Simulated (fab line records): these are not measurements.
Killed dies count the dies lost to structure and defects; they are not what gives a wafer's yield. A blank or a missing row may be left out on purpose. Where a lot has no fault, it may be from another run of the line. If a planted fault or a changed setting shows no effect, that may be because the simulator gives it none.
Chamber matching -- flow nand harc -- pecvd-01 running NHARC_A_CONTACT_DEP_58: 3 sister chambers
The step deposits SiON, target thk 90 nm. 3 wafers are shown with their chamber, then 9 later ones without.

EACH WAFER AND ITS CHAMBER
wafer,chamber,heater power outer w (W)
L587.1,2,520
L587.5,0,536
L587.6,1,512

WAFERS WHOSE CHAMBER IS MISSING
wafer,heater power outer w (W)
L592.1,469
L592.2,601
L592.3,586
L591.2,599
L591.4,559
L591.5,600
L598.2,565
L598.3,529
L598.5,567

THE CHAMBER EACH PASSED THROUGH
wafer,from the rows above,in truth
L592.1,can't be placed: 1 or 2 or 0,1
L592.2,can't be placed: 0 or 2 or 1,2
L592.3,can't be placed: 0 or 2 or 1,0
L591.2,can't be placed: 0 or 2 or 1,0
L591.4,can't be placed: 0 or 2 or 1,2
L591.5,can't be placed: 0 or 2 or 1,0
L598.2,can't be placed: 0 or 2 or 1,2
L598.3,can't be placed: 0 or 2 or 1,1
L598.5,can't be placed: 0 or 2 or 1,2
Correct placement for 0 of the 9. From these rows, 9 cannot be placed; in 9 the true chamber is one of the candidates. Wrongly placed: 0.
How it was worked out, from the rows above alone: a wafer's distance from a chamber is the root of the sum, over the readings, of the square of ((its reading less the chamber's mean) divided by the reading's scatter). The wafer belongs to the nearest chamber; if the next one is less than 2 further off, it can't be placed. Each chamber's mean is taken over the wafers shown for it. The scatter (one wafer shown for each chamber): square how far every hidden wafer sits from the nearest shown wafer, average those squares and take the square root.
